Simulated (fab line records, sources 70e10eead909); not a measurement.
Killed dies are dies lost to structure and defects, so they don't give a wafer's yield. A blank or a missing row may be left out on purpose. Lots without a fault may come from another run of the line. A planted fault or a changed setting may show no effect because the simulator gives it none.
A struck lot beside a sound one | flow nand_harc | 16 steps out of a route of 1302
Sound: wafers L521.1, L521.2, L521.6. Struck: wafers L526.1, L526.5, L526.6. The cause comes at the end.
At each step with rows: each side's tool, then ch and its chambers, then its first start. Under that, the readings that differ: sound wafers | struck wafers | difference of the means | sigmas: that difference in standard deviations of wafers without a fault.
alike: readings whose means differ by less than 2 such deviations, and words and numbers that are the same on both sides. not compared: withheld readings, readings that some wafer has no value for, bounds like >300 that may hide the same value, and numbers for which the record gives no deviation and whose values overlap.
The two part at a step that has a row with sigmas, a row that says differs or no value, or rows on one side only. Numbers that don't overlap but have no deviation are shown without sigmas and don't part them. A reading that every wafer of one side lacks parts them only if that side has two wafers or more.

first, 1 step without rows for these wafers: NHARC_P_GATE_HARDBAKE_47 (time 80 s).
NHARC_P_GATE_DESCUM_48: chemistry O2, time 3 s.
  sound on rie_diel-10 ch 2,3, day 6 13:26; struck on rie_diel-03 ch 1,2, day 8 19:47
  reading               | sound             | struck            | difference | sigmas
  oes_product_au (a.u.) | 1.011 0.997 1.016 | 0.984 0.990 0.983 | -0.022     | -2
  alike: drypump_motor_current_A, rf_vpp_V, showerhead_plenum_p_Torr, throttle_valve_pct
  not compared: rf_hours_counter_h
then, 1 step without rows for these wafers: NHARC_P_GATE_IMPLANT_49.
NHARC_P_GATE_STRIP_111: strips in N2/H2, time 250 s.
  sound on plasma_asher-01 ch 0,1, day 6 13:47; struck on plasma_asher-02 ch 0,1, day 8 20:09
  alike: drypump_motor_current_A, heater_power_w
  not compared: rf_hours_counter_h
NHARC_P_GATE_STRIP_75: strips in O2.
  sound on plasma_asher-01 ch 0,1, day 6 14:05; struck on plasma_asher-02 ch 0,1, day 8 20:27
  alike: drypump_motor_current_A, heater_power_w
  not compared: rf_hours_counter_h
then, 7 steps without rows for these wafers: NHARC_P_GATE_STRIP_50 (strips in SPM, time 900 s); NHARC_P_GATE_DEHYDRATE_51 (time 120 s); NHARC_P_GATE_HMDS_52 (time 30 s); NHARC_P_GATE_COAT_53; NHARC_P_GATE_SOFTBAKE_54 (time 95 s); NHARC_P_GATE_EBR_55; NHARC_P_GATE_EXPOSE_56 (exposes mask P PSD, target cd 720 nm).
NHARC_P_GATE_PEB_57: peb time 85 s.
  sound on litho_track-03 ch 0, day 6 14:55; struck on litho_track-03 ch 0, day 8 21:17
  reading                  | sound                | struck               | difference | sigmas
  heater_power_total_W (W) | 163.95 163.95 163.81 | 179.42 178.52 178.85 | +15.03     | +58
  plate_temp_C (C)         | 117.92 118.18 117.91 | 126.30 126.25 126.39 | +8.31      | +69
then, 1 step without rows for these wafers: NHARC_P_GATE_DEVELOP_58 (time 70 s).
NHARC_P_GATE_CD_MEAS_59: target cd 720 nm.
  sound on cd_sem-02 ch 0, day 6 15:01; struck on cd_sem-02 ch 0, day 8 21:23
  reading    | sound             | struck            | difference | sigmas
  cd_nm (nm) | 719.5 722.0 721.3 | 728.5 729.1 730.9 | +8.6       | +6
then, 1 step without rows for these wafers: NHARC_P_GATE_HARDBAKE_60 (time 80 s).

WHERE THEY PART
First at NHARC_P_GATE_DESCUM_48; last, within this record, at NHARC_P_GATE_CD_MEAS_59.

WHY: what the simulator had put in
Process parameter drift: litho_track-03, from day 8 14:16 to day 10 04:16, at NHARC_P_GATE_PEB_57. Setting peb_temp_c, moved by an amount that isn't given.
